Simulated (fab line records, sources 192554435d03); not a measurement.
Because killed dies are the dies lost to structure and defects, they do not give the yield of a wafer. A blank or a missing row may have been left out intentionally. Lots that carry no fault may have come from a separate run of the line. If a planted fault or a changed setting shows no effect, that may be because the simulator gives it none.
fab line records | flow n5-finfet
record: lots: 9 wafers: 27 last-day: 17
route steps=1938 shown MOL_CONTACT_COAG@622 BEOL_M0_SAQP@634 BEOL_M0_CUTY@710 BEOL_M4@1111 PASSIVATION@1936
lots untouched by any fault: they come from a run of this same line in which no faults occurred
start-h: start of the lot's first displayed wafer, in hours after the record's first day | wait-h: how many hours have passed since the lot's step before this one | " the same as in the row above | L1.1+2: several wafers, shown together as one row | - no value, or no start was given | * or withheld: withheld | < > ~ a bound
route shown NAME@n: names a module that has steps shown in the file, with the first one's number in the route | usual: mean/standard deviation taken from wafers without a fault | same: alike in all rows | chamber/n: place in a boat | sites: the reading at each site | _std_site: the standard deviation of these | _edge_site: the outer-site mean with the inner-site mean subtracted | radius-mm: for every site, how far away it sits from the centre of the wafer | mask NAME#n: copy n | behind: the last tool/chamber to shape the wafer | hold: reason for holding the lot/hours on hold/outcome of the hold | device: the n, p or np transistor that did not switch | end of line: the same wafers' tests at the end of the route | a step given without rows: its recipe and nothing more | killed: dies lost to structure and defects at the first sort, not the wafer's yield | map: per-die view of a wafer (x killed, . not killed, _ where there is no die)
set.NAME: the run value of the setting; set.NAME@STEP: its run value at that earlier step | model.NAME: the simulator's own value behind a step, which no gauge read
a sample of lots followed through the steps of the route, with each step as a table and each wafer as a row
services: from which hour (start-h, from the record's first day; less than 0 if before it) a tool's chamber was out of use, for how many hours, and why
== steps ==
step: N5_MOL_CONTACT_COAG_CD_MEAS_101
recipe: target-cd-nm: 16
usual: cd-nm: 16.0/0.42
columns lot.wafer tool chamber start-h wait-h cd-nm
L333.2 cd-sem-02 - 110.87 0.0 16.3
L333.5 " - " " 15.4
L333.6 " - " " 16.0
L335.2 cd-sem-02 - 124.75 0.0 16.5
L335.3 " - " " 16.3
L335.4 " - " " 15.7
L337.1 cd-sem-02 - 132.98 0.0 16.0
L337.4 " - " " 15.9
L337.6 " - " " 16.5
L342.1 cd-sem-03 - 159.93 0.0 15.5
L342.2 " - " " 16.4
L342.5 " - " " 15.8
L344.2 cd-sem-02 - 177.42 0.0 15.3
L344.4 " - " " 15.4
L344.6 " - " " 15.9
L345.1 cd-sem-01 - 182.74 0.0 15.3
L345.2 " - " " 16.0
L345.3 " - " " 15.8
L351.1 cd-sem-01 - 217.00 0.0 16.3
L351.4 " - " " 15.4
L351.6 " - " " 15.3
L352.1 cd-sem-03 - 221.50 0.0 16.3
L352.2 " - " " 16.0
L352.3 " - " " 16.7
L353.3 cd-sem-03 - 234.56 0.0 15.7
L353.5 " - " " 15.5
L353.6 " - " " 15.7
step: N5_MOL_CONTACT_COAG_THK_MEAS_53
recipe: reads: SiO2_of_MOL_CONTACT_COAG_PECVD_31
usual: VIA_MOL_THK: 44.3/0.69
columns lot.wafer tool chamber start-h wait-h VIA_MOL_THK[nm]
L333.2 film-metro-01 - 111.65 - 43.7
L333.5 " - " " 45.0
L333.6 " - " " 43.6
L335.2 film-metro-02 - 125.49 - 44.4
L335.3 " - " " 43.1
L335.4 " - " " 45.3
L337.1 film-metro-01 - 133.73 - 43.8
L337.4 " - " " 43.6
L337.6 " - " " 45.2
L342.1 film-metro-01 - 160.67 - 45.0
L342.2 " - " " 43.7
L342.5 " - " " 44.9
L344.2 film-metro-02 - 178.17 - 43.1
L344.4 " - " " 43.5
L344.6 " - " " 44.3
L345.1 film-metro-01 - 183.54 - 43.6
L345.2 " - " " 44.7
L345.3 " - " " 45.0
L351.1 film-metro-02 - 218.08 - 44.2
L351.4 " - " " 45.8
L351.6 " - " " 45.5
L352.1 film-metro-01 - 222.26 - 44.1
L352.2 " - " " 43.1
L352.3 " - " " 45.3
L353.3 film-metro-01 - 235.30 - 44.3
L353.5 " - " " 43.2
L353.6 " - " " 44.5
step: N5_BEOL_M0_SAQP_HM_DEP_02
recipe: material: TiN target-thk-a: 120 temp-c: 25 chamber-pressure-pa: 0.49996
usual: throttle-valve-pct: 30.1/1.4
columns lot.wafer tool chamber start-h wait-h throttle-valve-pct
L333.2 pvd-sputter-01 - 117.46 2.4 27.3
L333.5 " - " " 28.6
L333.6 " - " " 30.6
L335.2 pvd-sputter-01 - 129.43 0.5 28.9
L335.3 " - " " 27.3
L335.4 " - " " 28.6
L337.1 pvd-sputter-03 - 137.81 0.6 31.2
L337.4 " - " " 31.2
L337.6 " - " " 31.7
L342.1 pvd-sputter-03 - 168.09 1.6 31.7
L342.2 " - " " 31.1
L342.5 " - " " 31.1
L344.2 pvd-sputter-02 - 185.27 2.7 31.2
L344.4 " - " " 30.3
L344.6 " - " " 30.8
L345.1 pvd-sputter-02 - 190.75 3.8 30.2
L345.2 " - " " 28.9
L345.3 " - " " 31.1
L351.1 pvd-sputter-03 - 223.91 1.1 31.4
L351.4 " - " " 31.7
L351.6 " - " " 31.6
L352.1 pvd-sputter-01 - 225.86 0.1 28.7
L352.2 " - " " 27.4
L352.3 " - " " 28.8
L353.3 pvd-sputter-02 - 239.56 0.8 30.6
L353.5 " - " " 30.5
L353.6 " - " " 30.9
step: N5_BEOL_M0_SAQP_PECVD_03
recipe: material: SiCN target-thk-a: 120 temp-c: withheld precursor: 3MS/NH3 pressure-torr: 3 rf-w: 202 time-s: 21.1
usual: showerhead-plenum-p-Torr: 3.669/0.0087 throttle-valve-pct: 9.0/0.52
columns lot.wafer tool chamber start-h wait-h showerhead-plenum-p-Torr throttle-valve-pct
L333.2 pecvd-04 1 117.58 0.1 3.654 9.6
L333.5 " 0 " " 3.671 10.1
L333.6 " 1 " " 3.647 9.5
L335.2 pecvd-04 1 129.55 0.1 3.659 9.4
L335.3 " 2 " " 3.665 9.1
L335.4 " 2 " " 3.671 9.2
L337.1 pecvd-01 2 137.93 0.1 3.669 8.5
L337.4 " 1 " " 3.680 9.3
L337.6 " 0 " " 3.662 8.5
L342.1 pecvd-01 0 168.21 0.1 3.664 8.7
L342.2 " 2 " " 3.662 8.4
L342.5 " 0 " " 3.658 9.0
L344.2 pecvd-01 2 185.39 0.1 3.677 8.5
L344.4 " 2 " " 3.667 8.6
L344.6 " 0 " " 3.664 9.1
L345.1 pecvd-01 1 190.87 0.1 3.675 9.2
L345.2 " 0 " " 3.667 8.8
L345.3 " 2 " " 3.665 8.5
L351.1 pecvd-04 1 224.03 0.1 3.660 9.1
L351.4 " 0 " " 3.678 9.8
L351.6 " 2 " " 3.672 9.0
L352.1 pecvd-04 2 225.98 0.1 3.678 9.0
L352.2 " 1 " " 3.660 9.5
L352.3 " 0 " " 3.685 9.8
L353.3 pecvd-04 2 239.68 0.1 3.672 9.2
L353.5 " 0 " " 3.681 9.9
L353.6 " 2 " " 3.670 9.2
step: N5_BEOL_M0_SAQP_INSPECT_16
recipe: mode: adi inspect-instrument: brightfield
usual: raw-defect-count: 492/130
columns lot.wafer tool chamber start-h wait-h raw-defect-count
L333.2 defect-inspect-02 - 118.33 0.0 504
L333.5 " - " " 399
L333.6 " - " " 366
L335.2 defect-inspect-02 - 130.17 0.0 769
L335.3 " - " " 621
L335.4 " - " " 401
L337.1 defect-inspect-02 - 138.55 0.0 414
L337.4 " - " " 352
L337.6 " - " " 332
L342.1 defect-inspect-02 - 168.96 0.0 442
L342.2 " - " " 524
L342.5 " - " " 445
L344.2 defect-inspect-02 - 186.02 0.0 1468
L344.4 " - " " 1409
L344.6 " - " " 1410
L345.1 defect-inspect-02 - 191.62 0.0 1480
L345.2 " - " " 1541
L345.3 " - " " 1407
L351.1 defect-inspect-01 - 224.78 0.0 545
L351.4 " - " " 317
L351.6 " - " " 517
L352.1 defect-inspect-01 - 226.73 0.0 435
L352.2 " - " " 572
L352.3 " - " " 619
L353.3 defect-inspect-02 - 240.31 0.0 439
L353.5 " - " " 450
L353.6 " - " " 493
step: N5_BEOL_M0_SAQP_INSPECT_42
recipe: mode: adi inspect-instrument: brightfield
usual: raw-defect-count: 311/84
columns lot.wafer tool chamber start-h wait-h raw-defect-count
L333.2 defect-inspect-01 - 122.61 0.0 336
L333.5 " - " " 290
L333.6 " - " " 215
L335.2 defect-inspect-01 - 133.97 0.0 345
L335.3 " - " " 437
L335.4 " - " " 326
L337.1 defect-inspect-01 - 142.66 0.1 275
L337.4 " - " " 283
L337.6 " - " " 263
L342.1 defect-inspect-02 - 172.87 0.1 300
L342.2 " - " " 299
L342.5 " - " " 236
L344.2 defect-inspect-02 - 190.03 0.0 1354
L344.4 " - " " 1229
L344.6 " - " " 1277
L345.1 defect-inspect-02 - 195.75 0.3 1257
L345.2 " - " " 1423
L345.3 " - " " 1255
L351.1 defect-inspect-01 - 228.93 0.1 415
L351.4 " - " " 255
L351.6 " - " " 472
L352.1 defect-inspect-01 - 231.54 0.1 225
L352.2 " - " " 388
L352.3 " - " " 491
L353.3 defect-inspect-01 - 244.78 0.0 228
L353.5 " - " " 264
L353.6 " - " " 307
step: N5_BEOL_M0_CUTY_INSPECT_59
recipe: mode: adi inspect-instrument: macro
usual: raw-defect-count: 2.0/1.4
columns lot.wafer tool chamber start-h wait-h raw-defect-count
L333.2 defect-inspect-01 - 124.09 0.0 1
L333.5 " - " " 2
L333.6 " - " " 1
L335.2 defect-inspect-01 - 135.38 0.0 2
L335.3 " - " " 3
L335.4 " - " " 0
L337.1 defect-inspect-02 - 144.15 0.0 0
L337.4 " - " " 0
L337.6 " - " " 1
L342.1 defect-inspect-01 - 174.18 0.0 2
L342.2 " - " " 0
L342.5 " - " " 1
L344.2 defect-inspect-02 - 191.47 0.0 >300
L344.4 " - " " >300
L344.6 " - " " >300
L345.1 defect-inspect-02 - 197.17 0.0 >300
L345.2 " - " " >300
L345.3 " - " " >300
L351.1 defect-inspect-01 - 230.72 0.0 2
L351.4 " - " " 2
L351.6 " - " " 0
L352.1 defect-inspect-01 - 232.94 0.0 2
L352.2 " - " " 1
L352.3 " - " " 0
L353.3 defect-inspect-01 - 246.17 0.0 2
L353.5 " - " " 3
L353.6 " - " " 3
step: N5_BEOL_M4_RC_MEAS_101
usual: DIBL_N: 36.4/2 DIBL_P: 36.1/2.5 IOFF_N: 0.16/0.037 IOFF_P: 0.20/0.038 ION_N: 670/13 ION_P: 459/8.3 SS_N: 71.6/0.69 SS_P: 73.3/0.72 VT_N: 250/3.4 VT_P: -251/3.1
columns lot.wafer tool chamber start-h wait-h DIBL_N[mV/V] DIBL_P[mV/V] IOFF_N[nA/um] IOFF_P[nA/um] ION_N[uA/um] ION_P[uA/um] SS_N[mV/dec] SS_P[mV/dec] VT_N[mV] VT_P[mV]
L333.2 prober-02 0 177.38 0.2 39.1 41.0 0.19 0.25 673 457 72.4 73.9 251 -250
L333.5 " 0 " " 42.8 44.9 0.27 0.32 691 466 72.8 75.0 246 -248
L333.6 " 0 " " 39.8 39.7 0.20 0.21 665 449 72.5 73.8 248 -252
L335.2 prober-01 0 179.75 0.2 34.5 33.9 0.12 0.16 665 454 71.7 72.6 255 -255
L335.3 " 0 " " 36.0 36.7 0.16 0.21 681 467 72.5 72.8 247 -249
L335.4 " 0 " " 32.3 32.2 0.10 0.14 654 457 70.5 71.8 256 -255
L337.1 prober-01 0 195.74 0.0 34.9 34.7 0.13 0.16 665 454 70.6 72.8 255 -254
L337.4 " 0 " " 39.3 39.6 0.22 0.25 680 461 72.3 73.9 249 -249
L337.6 " 0 " " 35.5 34.9 0.14 0.16 663 449 71.7 73.0 251 -255
L342.1 prober-02 0 220.57 1.0 35.8 34.3 0.14 0.16 661 447 71.6 72.3 253 -253
L342.2 " 0 " " 30.4 29.2 0.08 0.11 648 445 70.2 70.8 259 -259
L342.5 " 0 " " 38.4 38.8 0.20 0.22 686 460 71.7 73.7 246 -250
L344.2 prober-01 0 236.05 0.2 37.7 36.5 0.17 0.21 657 454 72.8 74.1 248 -252
L344.4 " 0 " " 36.1 35.0 0.15 0.20 664 457 71.1 73.9 248 -251
L344.6 " 0 " " 38.8 37.2 0.21 0.25 681 464 72.5 74.4 245 -251
L345.1 prober-02 0 246.57 0.0 37.7 38.4 0.18 0.23 671 461 72.4 74.0 248 -251
L345.2 " 0 " " 35.0 33.9 0.12 0.15 655 442 71.9 73.1 255 -257
L345.3 " 0 " " 37.6 37.8 0.18 0.21 673 456 72.0 74.1 250 -252
L351.1 prober-02 0 279.45 0.0 39.0 40.1 0.21 0.25 684 464 72.2 73.8 248 -249
L351.4 " 0 " " 34.5 34.5 0.12 0.16 657 454 71.0 72.7 255 -255
L351.6 " 0 " " 33.6 33.7 0.11 0.15 654 450 71.1 72.6 255 -254
L352.1 prober-02 0 297.49 0.0 35.5 35.2 0.15 0.21 669 460 72.0 72.5 250 -250
L352.2 " 0 " " 34.2 34.1 0.12 0.18 669 459 71.5 72.3 255 -251
L352.3 " 0 " " 37.4 36.8 0.19 0.22 668 456 73.1 73.3 247 -249
L353.3 prober-02 0 300.32 0.3 35.4 36.3 0.14 0.18 678 464 70.8 73.9 252 -254
L353.5 " 0 " " 37.1 36.9 0.15 0.18 657 441 71.9 73.3 253 -256
L353.6 " 0 " " 35.8 36.5 0.14 0.18 663 458 71.3 73.5 250 -256
step: N5_PASSIVATION_PROBE_49
usual: defect-limited-yield: 91.2/1.6 killed_at_M0_to_M3: 34/11 killed_at_M4_up: 13/5.2 killed-at-contacts: 13/6.3 killed-at-front-end: 40/14 killed-at-other: 3.2/2.4 killed-dies: 104/19 killed-open: 69/14 killed-short: 32/7.5 sort_bin_4_leakage: 0.00/0.04 sort_bin_5_function: 5.3/1.1 sort_bin_6_memory: 3.2/0.73 sort_bin_8_speed: 0.01/0.038 sort-n-pass: 1076/19
same: gross-dies: 1180 killed-at-back-side: 0
columns lot.wafer tool chamber start-h wait-h defect-limited-yield[%] killed_at_M0_to_M3 killed_at_M4_up killed-at-contacts killed-at-front-end killed-at-other killed-dies killed-open killed-short sort_bin_4_leakage[%] sort_bin_5_function[%] sort_bin_6_memory[%] sort_bin_8_speed[%] sort-n-pass
L344.2 prober-02 - 335.71 0.1 83.3 115 21 6 51 4 197 75 35 0 9.5 4.3 0 983
L344.4 prober-02 - 335.81 0.2 83.9 119 15 18 33 5 190 69 34 0 10.0 2.8 0 990
L344.6 prober-02 - 335.91 0.3 79.9 165 17 10 42 3 237 68 23 0 12.2 4.7 0 943
L345.1 prober-02 - 349.72 0.0 80.4 176 14 13 25 3 231 55 22 0 12.0 4.5 0 949
L345.2 prober-02 - 349.77 0.1 80.1 171 21 13 27 3 235 62 34 0 11.9 4.3 0 945
L345.3 prober-02 - 349.82 0.1 84.2 109 12 25 29 12 187 77 25 0 9.3 4.1 0 993
L352.1 prober-02 - 400.46 0.0 91.7 24 7 23 43 1 98 60 37 0 5.8 2.2 0 1082
L352.2 prober-02 - 400.51 0.1 90.9 49 11 8 38 1 107 69 33 0 5.8 2.8 0 1073
L352.3 prober-02 - 400.56 0.1 89.8 38 21 21 39 1 120 88 32 0 6.7 3.1 0 1060
L353.3 prober-02 - 406.53 0.1 90.3 29 18 4 58 6 115 73 36 0 5.0 4.2 0 1065
L353.5 prober-02 - 406.63 0.2 93.9 30 12 3 27 0 72 43 29 0 3.9 2.0 0 1108
L353.6 prober-02 - 406.68 0.3 92.1 30 5 13 41 4 93 59 34 0 4.6 3.0 0 1087
killed by level:class
L344.2 BEOL_M0_SAQP:unspecified=87 STI_FIN_REVEAL:geometric-particle:open=14 FIN_SAQP:geometric-particle:open=10 BEOL_M2:geometric-particle:open=7 BEOL_M4:geometric-particle:open=7 FIN_SAQP:geometric-particle:short=6 MOL_CONTACT_COAG:geometric-particle:open=6 BEOL_M0_SAQP:geometric-particle:short=6
L344.4 BEOL_M0_SAQP:unspecified=86 BEOL_M0_SAQP:geometric-particle:open=15 MOL_CONTACT_COAG:geometric-particle:open=14 BEOL_M4:geometric-particle:open=8 STI_FIN_REVEAL:geometric-particle:open=7 BEOL_M0_SAQP:geometric-particle:short=7 FIN_SAQP:geometric-particle:short=6 STI_FIN_REVEAL:geometric-particle:short=4
L344.6 BEOL_M0_SAQP:unspecified=143 BEOL_M4:geometric-particle:open=11 STI_FIN_REVEAL:geometric-particle:open=10 BEOL_M0_SAQP:geometric-particle:open=10 FIN_SAQP:geometric-particle:open=9 DUMMY_GATE:geometric-particle:open=8 MOL_CONTACT_COAG:geometric-particle:open=6 BEOL_M0_SAQP:geometric-particle:short=6
L345.1 BEOL_M0_SAQP:unspecified=153 MOL_CONTACT_COAG:geometric-particle:open=10 BEOL_M4:geometric-particle:open=8 BEOL_M2:geometric-particle:open=8 BEOL_M3:geometric-particle:open=7 FIN_SAQP:geometric-particle:open=5 STARTING-WAFER:geometric-particle:short=4 STARTING-WAFER:geometric-particle:open=4
L345.2 BEOL_M0_SAQP:unspecified=136 BEOL_M4:geometric-particle:open=11 BEOL_M2:geometric-particle:open=9 MOL_CONTACT_COAG:geometric-particle:open=8 MOL_CONTACT_COAG:geometric-particle:short=5 BEOL_M0_SAQP:geometric-particle:open=5 BEOL_M1:geometric-particle:open=5 FIN_SAQP:geometric-particle:short=4
L345.3 BEOL_M0_SAQP:unspecified=84 MOL_CONTACT_COAG:geometric-particle:open=22 FIN_SAQP:geometric-particle:open=9 BEOL_M4:geometric-particle:open=8 BEOL_M1:geometric-particle:open=6 BEOL_M3:geometric-particle:open=5 PASS1_CAP:geometric-particle:short=5 FIN_SAQP:geometric-particle:short=4
L352.1 MOL_CONTACT_COAG:geometric-particle:open=15 FIN_SAQP:geometric-particle:short=14 MOL_CONTACT_COAG:geometric-particle:short=8 STI_FIN_REVEAL:geometric-particle:open=7 FIN_SAQP:geometric-particle:open=6 BEOL_M2:geometric-particle:open=6 BEOL_M3:geometric-particle:open=5 BEOL_M0_SAQP:geometric-particle:open=5
L352.2 BEOL_M2:geometric-particle:open=18 BEOL_M0_SAQP:geometric-particle:short=10 BEOL_M1:geometric-particle:open=8 STI_FIN_REVEAL:geometric-particle:open=6 DUMMY_GATE:geometric-particle:open=6 MOL_CONTACT_COAG:geometric-particle:open=6 BEOL_M0:geometric-particle:open=6 FIN_SAQP:geometric-particle:short=5
L352.3 MOL_CONTACT_COAG:geometric-particle:open=16 BEOL_M2:geometric-particle:open=14 FIN_SAQP:geometric-particle:short=9 BEOL_M1:geometric-particle:open=9 STI_FIN_REVEAL:geometric-particle:open=8 FIN_SAQP:geometric-particle:open=7 DUMMY_GATE:geometric-particle:open=6 MOL_CONTACT_COAG:geometric-particle:short=5
L353.3 FIN_SAQP:geometric-particle:open=15 DUMMY_GATE:geometric-particle:open=12 BEOL_M3:geometric-particle:open=11 FIN_SAQP:geometric-particle:short=9 GATE_CUT:geometric-particle:short=6 MOL_CONTACT_COAG:geometric-particle:open=4 BEOL_M0_SAQP:geometric-particle:short=4 BEOL_M0_SAQP:geometric-particle:open=4
L353.5 BEOL_M3:geometric-particle:open=10 FIN_SAQP:geometric-particle:short=9 BEOL_M3:geometric-particle:short=6 FIN_SAQP:geometric-particle:open=5 BEOL_M0_SAQP:geometric-particle:short=5 STARTING-WAFER:geometric-particle:open=5 BEOL_M1:geometric-particle:open=4 MOL_CONTACT_COAG:geometric-particle:open=3
L353.6 MOL_CONTACT_COAG:geometric-particle:open=13 FIN_SAQP:geometric-particle:open=11 FIN_SAQP:geometric-particle:short=10 BEOL_M3:geometric-particle:open=7 GATE_CUT:geometric-particle:short=5 DUMMY_GATE:geometric-particle:open=4 BEOL_M1:geometric-particle:open=4 BEOL_M2:geometric-particle:open=4
== services ==
columns tool chamber start-h hours kind
pvd-sputter-02 - 94.27 4.3 repair
pecvd-01 0 102.08 2.1 scheduled-down
pecvd-04 0 105.24 3.2 repair
pecvd-01 1 126.99 2.1 scheduled-down
pecvd-01 - 127.62 5.5 pm
pecvd-01 - 238.21 2.8 pm
== key ==
first-sign: step: N5_BEOL_M0_SAQP_INSPECT_16 reading: raw-defect-count direction: up sigmas: 7.6 usual: 492 struck: 1452
effect: step: N5_BEOL_M0_SAQP_INSPECT_42 reading: raw-defect-count direction: up sigmas: 12 usual: 311 struck: 1299
effect: step: N5_BEOL_M0_CUTY_INSPECT_59 reading: raw-defect-count direction: up sigmas: 99+ usual: 2.0 struck: >300
effect: step: N5_PASSIVATION_PROBE_49 reading: killed_at_M0_to_M3 direction: up sigmas: 9.6 usual: 34 struck: 142
more-kills-born-at: N5_BEOL_M0_SAQP_PECVD_03@pecvd-01: 689
met-at N5_BEOL_M0_SAQP_PECVD_03
struck-lots L344,L345
not-acting-at N5_MOL_CONTACT_COAG_CD_MEAS_101,N5_MOL_CONTACT_COAG_THK_MEAS_53,N5_BEOL_M0_SAQP_HM_DEP_02
onset-between 168.21 185.39
fault: kind: chamber-particle-source tool: pecvd-01 chamber: - onset-h: 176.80 steps: N5_BEOL_M0_SAQP_PECVD_03 rate-per-visit-cm2: 1.4793 end-h: 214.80
